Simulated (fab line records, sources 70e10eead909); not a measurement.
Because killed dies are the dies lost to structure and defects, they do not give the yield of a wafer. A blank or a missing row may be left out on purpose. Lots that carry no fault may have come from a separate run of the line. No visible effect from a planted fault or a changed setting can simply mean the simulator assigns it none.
What tool caused it? + flow nand_harc + 13 lots, 39 wafers sampled, at 5 steps of a route of 1302

## WHAT THE GAUGES READ, wafer by wafer
NHARC_END_SORT_01.
| lot  | measured     | on        | killed_at_array | killed_at_other | killed_at_periphery | killed_dies | killed_open | killed_short |
|------|--------------|-----------|-----------------|-----------------|---------------------|-------------|-------------|--------------|
| L257 | day 27 04:31 | prober-02 | 80 71 94        | 4 3 1           | 5 6 2               | 89 80 97    | 7 4 2       | 1 0 2        |
| L264 | day 30 11:14 | prober-02 | 77 65 65        | 0 0 0           | 5 4 8               | 82 69 73    | 4 1 2       | 1 0 7        |
| L266 | day 30 18:14 | prober-01 | 78 79 82        | 1 0 2           | 0 3 1               | 79 82 85    | 0 3 4       | 3 2 2        |

## TOOL THAT RAN EACH LOT (tool first, then ch and the chambers of the sampled wafers, then the start)
| lot  | NHARC_A_WL_FILL_ALD_00           | NHARC_A_WL_FILL_ALD_10           | NHARC_A_WL_FILL_ETCHBACK_26      | NHARC_A_WL_FILL_ALD_19              |
|------|----------------------------------|----------------------------------|----------------------------------|-------------------------------------|
| L251 | ald_hk-02 ch 1,2, day 20 20:48   | ald_hk-02 ch 0,1, day 21 04:24   | rie_si-03 ch 0,1, day 21 13:46   | ald_metal-01 ch 0,1,2, day 21 14:03 |
| L254 | ald_hk-02 ch 0,1,2, day 21 06:58 | ald_hk-01 ch 0,1,2, day 21 14:15 | rie_si-02 ch 0,2,3, day 21 23:44 | ald_metal-03 ch 0,1,2, day 21 23:59 |
| L255 | ald_hk-02 ch 0,1,2, day 21 13:14 | ald_hk-02 ch 1,2,3, day 21 21:50 | rie_si-02 ch 1,2,3, day 22 07:55 | ald_metal-02 ch 0,2,3, day 22 08:11 |
| L258 | ald_hk-04 ch 0,1, day 22 21:30   | ald_hk-04 ch 1,2,3, day 23 05:29 | rie_si-03 ch 0,1, day 23 14:37   | ald_metal-02 ch 0,1,3, day 23 14:54 |
| L257 | ald_hk-02 ch 1,2,3, day 23 01:22 | ald_hk-01 ch 0,1,2, day 23 09:16 | rie_si-03 ch 1,2,3, day 23 18:17 | ald_metal-03 ch 0,2,3, day 23 18:32 |
| L256 | ald_hk-01 ch 0,2,3, day 23 07:08 | ald_hk-02 ch 0,1, day 23 14:07   | rie_si-03 ch 0,1,2, day 24 00:15 | ald_metal-03 ch 0,1,3, day 24 00:32 |
| L260 | ald_hk-04 ch 0,1, day 24 05:01   | ald_hk-02 ch 0,3, day 24 12:09   | rie_si-03 ch 0,3, day 24 22:07   | ald_metal-01 ch 0,1, day 24 22:23   |
| L261 | ald_hk-02 ch 0,1,2, day 24 09:44 | ald_hk-02 ch 0,1,3, day 24 18:58 | rie_si-04 ch 0,1,2, day 25 05:05 | ald_metal-01 ch 0,1,3, day 25 05:22 |
| L263 | ald_hk-04 ch 0,3, day 25 02:10   | ald_hk-02 ch 0,1,2, day 25 09:49 | rie_si-04 ch 1,3, day 25 20:04   | ald_metal-03 ch 1,2,3, day 25 20:21 |
| L264 | ald_hk-02 ch 0,2,3, day 26 04:15 | ald_hk-02 ch 2,3, day 26 14:58   | rie_si-03 ch 1,3, day 27 02:07   | ald_metal-03 ch 1,2,3, day 27 02:23 |
| L266 | ald_hk-04 ch 1,2,3, day 26 04:16 | ald_hk-01 ch 0,1,3, day 26 20:45 | rie_si-04 ch 0,1, day 27 05:11   | ald_metal-01 ch 0,1,3, day 27 05:31 |
| L267 | ald_hk-02 ch 0,2,3, day 26 21:08 | ald_hk-01 ch 0,1, day 27 04:21   | rie_si-04 ch 0,3, day 27 15:13   | ald_metal-03 ch 2,3, day 27 15:29   |
| L274 | ald_hk-04 ch 0,2,3, day 30 02:57 | ald_hk-01 ch 0,1,3, day 30 11:03 | rie_si-04 ch 0,1,2, day 30 21:11 | ald_metal-03 ch 1,2,3, day 30 21:27 |
- NHARC_A_WL_FILL_ALD_00: deposits Al2O3, target thk 3 nm, pulse time 3 s, ald cycles 30.
- NHARC_A_WL_FILL_ALD_10: deposits SiO2, target thk 50 nm, pulse time 10 s, ald cycles 500.
- NHARC_A_WL_FILL_ETCHBACK_26: etches the open film in HBr, target depth 52 nm, time 13.3 s.
- NHARC_A_WL_FILL_ALD_19: deposits TiN, target thk 2 nm, pulse time 3 s, ald cycles 100.

## AS READ BY THE TOOLS THEMSELVES (means over the sampled wafers that have a number; for cases with no such wafer, the mark the record gives instead)
NHARC_A_WL_FILL_ALD_00.
| lot  | tool      | heater_power_w (W) | precursor_pulse_height_rel |
|------|-----------|--------------------|----------------------------|
| L251 | ald_hk-02 | 479                | 0.996                      |
| L254 | ald_hk-02 | 501                | 1.009                      |
| L255 | ald_hk-02 | 496                | 1.015                      |
| L258 | ald_hk-04 | 461                | 0.995                      |
| L257 | ald_hk-02 | 480                | 0.993                      |
| L256 | ald_hk-01 | 443                | 1.000                      |
| L260 | ald_hk-04 | 457                | 0.992                      |
| L261 | ald_hk-02 | 489                | 0.996                      |
| L263 | ald_hk-04 | 479                | 1.023                      |
| L264 | ald_hk-02 | 492                | 0.990                      |
| L266 | ald_hk-04 | 462                | 0.984                      |
| L267 | ald_hk-02 | 492                | 0.978                      |
| L274 | ald_hk-04 | 484                | 1.001                      |

NHARC_A_WL_FILL_ALD_10.
| lot  | tool      | heater_power_w (W) | precursor_pulse_height_rel |
|------|-----------|--------------------|----------------------------|
| L251 | ald_hk-02 | 498                | 1.005                      |
| L254 | ald_hk-01 | 418                | 0.999                      |
| L255 | ald_hk-02 | 488                | 1.010                      |
| L258 | ald_hk-04 | 466                | 0.990                      |
| L257 | ald_hk-01 | 414                | 0.999                      |
| L256 | ald_hk-02 | 502                | 0.988                      |
| L260 | ald_hk-02 | 498                | 0.993                      |
| L261 | ald_hk-02 | 508                | 0.988                      |
| L263 | ald_hk-02 | 492                | 1.005                      |
| L264 | ald_hk-02 | 470                | 1.027                      |
| L266 | ald_hk-01 | 441                | 0.996                      |
| L267 | ald_hk-01 | 416                | 1.008                      |
| L274 | ald_hk-01 | 443                | 0.980                      |

NHARC_A_WL_FILL_ETCHBACK_26.
| lot  | tool      | drypump_motor_current_A (A) | hbr_flow_sccm (sccm) | oes_product_au (a.u.) | throttle_valve_pct (%) |
|------|-----------|-----------------------------|----------------------|-----------------------|------------------------|
| L251 | rie_si-03 | 6.2                         | 150.1                | 1.009                 | 23.264                 |
| L254 | rie_si-02 | 5.5                         | 150.0                | 0.999                 | 23.267                 |
| L255 | rie_si-02 | 5.7                         | 150.3                | 1.008                 | 23.271                 |
| L258 | rie_si-03 | 6.4                         | 150.0                | 0.999                 | 23.264                 |
| L257 | rie_si-03 | 5.9                         | 150.4                | 1.002                 | 23.271                 |
| L256 | rie_si-03 | 6.1                         | 150.3                | 1.008                 | 23.257                 |
| L260 | rie_si-03 | 6.0                         | 150.3                | 0.995                 | 23.263                 |
| L261 | rie_si-04 | 6.1                         | 150.1                | 0.996                 | 23.275                 |
| L263 | rie_si-04 | 5.5                         | 150.3                | 0.988                 | 23.263                 |
| L264 | rie_si-03 | 6.0                         | 149.4                | 1.002                 | 23.273                 |
| L266 | rie_si-04 | 5.7                         | 149.8                | 0.823                 | 23.263                 |
| L267 | rie_si-04 | 6.1                         | 149.8                | 0.825                 | 23.260                 |
| L274 | rie_si-04 | 6.1                         | 150.1                | 0.998                 | 23.260                 |

NHARC_A_WL_FILL_ALD_19.
| lot  | tool         | heater_power_w (W) | precursor_pulse_height_rel |
|------|--------------|--------------------|----------------------------|
| L251 | ald_metal-01 | 1101               | 1.019                      |
| L254 | ald_metal-03 | 1101               | 0.986                      |
| L255 | ald_metal-02 | 950                | 0.985                      |
| L258 | ald_metal-02 | 1007               | 1.007                      |
| L257 | ald_metal-03 | 1040               | 1.013                      |
| L256 | ald_metal-03 | 1023               | 0.992                      |
| L260 | ald_metal-01 | 1072               | 0.992                      |
| L261 | ald_metal-01 | 1064               | 0.998                      |
| L263 | ald_metal-03 | 946                | 0.996                      |
| L264 | ald_metal-03 | 938                | 0.980                      |
| L266 | ald_metal-01 | 1061               | 0.978                      |
| L267 | ald_metal-03 | 895                | 0.970                      |
| L274 | ald_metal-03 | 944                | 1.002                      |

## THE ANSWER, worked out from the rows above alone
Rule: usual is defined by the lots themselves. The widest of any qualifying gaps counts: lots, ordered by their means at a reading, are off when they make up no more than a third of the lots, leave a main group of 4 or more, and stand apart from it by 3 or more times the standard deviation of that group's means. If all means in a main group match to the digits the tables above print for the reading, that group is not used. Also off: a lot with no number at a reading for which 4 or more lots have one. Where the step has rows for the other lots, those lots are counted as sound. The gauges are gone through in route order, then the tools' own readings, and for those a lot's mean is taken as printed above. The first step at which some lot is off is used, and at that step the reading that is off furthest; a lot without a number counts as furthest.
Off: L266, L267 (NHARC_A_WL_FILL_ETCHBACK_26, oes_product_au). For the main group the mean is 1.000 a.u. and the standard deviation 0.0061.
A tool fits if, at that step or a process step before it, it ran every lot that is off, and no sound lot after the first of them. None of those tried fits.

## WHAT THE SIMULATOR HAD INSERTED
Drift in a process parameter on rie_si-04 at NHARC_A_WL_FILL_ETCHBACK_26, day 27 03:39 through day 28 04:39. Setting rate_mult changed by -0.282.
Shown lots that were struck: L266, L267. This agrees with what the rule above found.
